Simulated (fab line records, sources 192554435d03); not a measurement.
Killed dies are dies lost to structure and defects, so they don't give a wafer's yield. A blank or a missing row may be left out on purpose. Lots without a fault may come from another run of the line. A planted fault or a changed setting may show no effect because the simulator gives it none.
Split-lot experiment | flow n5_finfet | 7 lots, 39 wafers read, on a route of 1938 steps

THE SPLIT
At N5_BEOL_M11_TRENCH_ETCH_37 (etches SiCOH lowk in C4F6/O2, target depth 148.83 nm, time 48 s), the setting target_depth_a was moved away from the recipe's 1488.3 angstrom on 15 of the 39 wafers read, by -34.7% to +36.1%. The other wafers ran this setting at the recipe's value.

FROM THE SPLIT TO THE READING: what the file shows between them, 11 steps
- N5_BEOL_M11_ETCH_41: etches SiCN in CH3F/O2, target depth 42.6 nm, time 86 s
- N5_BEOL_M11_STRIP_77: strips in N2/H2, time 10 s
- N5_BEOL_M11_OCD_MEAS_38
- N5_BEOL_M11_HM_STRIP_39: strips TiN in peroxide tin strip, target depth 25 nm, time 158 s
- N5_BEOL_M11_SRD_40: time 30 s
- N5_BEOL_M11_ECD_50: material Cu, target thk 318 nm
- N5_BEOL_M11_ANNEAL_51: time 90 s
- N5_BEOL_M11_CMP_52: polishes, stops on SiCOH lowk, t overpolish 7 s, target thk 140 nm
- N5_BEOL_M11_THK_MEAS_53: measures by xrf
- N5_BEOL_M11_PRE_CLEAN_55: time 15 s
- N5_BEOL_M11_DEP_56: deposits SiCN from 3MS/NH3, target thk 30 nm, time 10.5 s

THE READING
M11_RS, in ohm/sq, at N5_BEOL_M11_RS_MEAS_57 (measures by four-point-probe). Fault-free wafers of this fab line usually give 0.152 ohm/sq, standard deviation 0.0031 ohm/sq.

wafer  | tool, chamber at the split | target_depth_a as run, angstrom | against the recipe | M11_RS, ohm/sq | against lot-mates on the recipe
L076.1 | rie_diel-01, 0             | 1488.3                          | recipe             | 0.151          | -
L076.3 | rie_diel-01, 1             | 1488.3                          | recipe             | 0.150          | -
L076.4 | rie_diel-01, 1             | 1488.3                          | recipe             | 0.154          | -
L081.1 | rie_diel-03, 1             | 2026                            | +36.1%             | 0.107          | -0.046
L081.2 | rie_diel-03, 0             | 1488.3                          | recipe             | 0.157          | -
L081.3 | rie_diel-03, 2             | 2026                            | +36.1%             | 0.108          | -0.045
L081.4 | rie_diel-03, 1             | 1488.3                          | recipe             | 0.151          | -
L081.5 | rie_diel-03, 0             | 2026                            | +36.1%             | 0.111          | -0.042
L081.6 | rie_diel-03, 2             | 1488.3                          | recipe             | 0.151          | -
L084.1 | rie_diel-03, 0             | 971.5                           | -34.7%             | 0.268          | +0.118
L084.2 | rie_diel-03, 1             | 971.5                           | -34.7%             | 0.256          | +0.106
L084.3 | rie_diel-03, 2             | 1488.3                          | recipe             | 0.151          | -
L084.4 | rie_diel-03, 2             | 1488.3                          | recipe             | 0.149          | -
L084.5 | rie_diel-03, 0             | 971.5                           | -34.7%             | 0.260          | +0.110
L084.6 | rie_diel-03, 1             | 1488.3                          | recipe             | 0.151          | -
L086.1 | rie_diel-01, 3             | 1488.3                          | recipe             | 0.155          | -
L086.2 | rie_diel-01, 0             | 1488.3                          | recipe             | 0.149          | -
L086.3 | rie_diel-01, 1             | 1838                            | +23.5%             | 0.115          | -0.038
L086.4 | rie_diel-01, 2             | 1838                            | +23.5%             | 0.117          | -0.036
L086.5 | rie_diel-01, 3             | 1488.3                          | recipe             | 0.155          | -
L086.6 | rie_diel-01, 2             | 1838                            | +23.5%             | 0.118          | -0.035
L087.1 | rie_diel-01, 2             | 1924                            | +29.3%             | 0.113          | -0.038
L087.2 | rie_diel-01, 1             | 1488.3                          | recipe             | 0.150          | -
L087.3 | rie_diel-01, 3             | 1488.3                          | recipe             | 0.155          | -
L087.4 | rie_diel-01, 0             | 1488.3                          | recipe             | 0.149          | -
L087.5 | rie_diel-01, 3             | 1924                            | +29.3%             | 0.116          | -0.035
L087.6 | rie_diel-01, 2             | 1924                            | +29.3%             | 0.114          | -0.037
L090.1 | rie_diel-05, 0             | 1177                            | -20.9%             | 0.193          | +0.042
L090.2 | rie_diel-05, 2             | 1488.3                          | recipe             | 0.146          | -
L090.3 | rie_diel-05, 3             | 1488.3                          | recipe             | 0.154          | -
L090.4 | rie_diel-05, 1             | 1177                            | -20.9%             | 0.203          | +0.052
L090.5 | rie_diel-05, 1             | 1488.3                          | recipe             | 0.153          | -
L090.6 | rie_diel-05, 2             | 1177                            | -20.9%             | 0.199          | +0.048
L096.1 | rie_diel-05, 0             | 1488.3                          | recipe             | 0.149          | -
L096.2 | rie_diel-05, 1             | 1488.3                          | recipe             | 0.155          | -
L096.3 | rie_diel-05, 2             | 1488.3                          | recipe             | 0.147          | -
L096.4 | rie_diel-05, 3             | 1488.3                          | recipe             | 0.148          | -
L096.5 | rie_diel-05, 3             | 1488.3                          | recipe             | 0.150          | -
L096.6 | rie_diel-05, 2             | 1488.3                          | recipe             | 0.152          | -

THE FIT
A straight line over all 39 wafers: M11_RS changes by -0.00195 ohm/sq for each +1% of target_depth_a; r = -0.94; the points scatter about the line by 0.014 ohm/sq.
The same after taking each lot's own level away (the mean of its wafers on the recipe; 39 wafers): -0.00199 ohm/sq for each +1%; r = -0.94; scatter 0.014 ohm/sq.
On that fit, the largest move of target_depth_a shifts the reading by 0.072 ohm/sq.
The lots' own levels span 0.1502 to 0.1530 ohm/sq, that is 0.9 times the standard deviation above.
So the lot-to-lot level changes the slope little: the two slopes agree.
Check: with one of the wafers moved furthest among these (+36.1%) left out of the fit, the line predicts -0.0658 ohm/sq for it against its lot-mates. It came out at -0.046 ohm/sq against them.

THE WHOLE CHAIN: every reading that the file lists as answering this split, in the file's order
step                       | what it does                                                       | reading                                                                           | change (the file's fit)                | r (the file's)
N5_BEOL_M11_TRENCH_ETCH_37 | etches SiCOH lowk in C4F6/O2, target depth 148.83 nm, time 48 s    | BEOL_M11.feature_depth_nm (the simulator's own value, which no gauge read)        | +1.5 nm for each +1% of the setting    | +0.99
N5_BEOL_M11_TRENCH_ETCH_37 | etches SiCOH lowk in C4F6/O2, target depth 148.83 nm, time 48 s    | etch.depth_nm (the simulator's own value, which no gauge read)                    | +1.5 nm for each +1% of the setting    | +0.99
N5_BEOL_M11_TRENCH_ETCH_37 | etches SiCOH lowk in C4F6/O2, target depth 148.83 nm, time 48 s    | TiN_of_BEOL_M11_HM_DEP_02.thk_nm (the simulator's own value, which no gauge read) | -0.0418 nm for each +1% of the setting | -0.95
N5_BEOL_M11_OCD_MEAS_38    |                                                                    | trench_depth_nm                                                                   | +1.5 nm for each +1% of the setting    | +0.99
N5_BEOL_M11_CMP_52         | polishes, stops on SiCOH lowk, t overpolish 7 s, target thk 140 nm | Cu_of_BEOL_M11_ECD_50.thk_nm (the simulator's own value, which no gauge read)     | +1.49 nm for each +1% of the setting   | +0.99
N5_BEOL_M11_THK_MEAS_53    | measures by xrf                                                    | M11_THK                                                                           | +1.5 for each +1% of the setting       | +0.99
N5_BEOL_M11_RS_MEAS_57     | measures by four-point-probe                                       | M11_RS                                                                            | -0.00193 for each +1% of the setting   | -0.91

THE FILE'S OWN FIT
M11_RS changes by -0.00193 ohm/sq for each +1% of target_depth_a, r = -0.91.
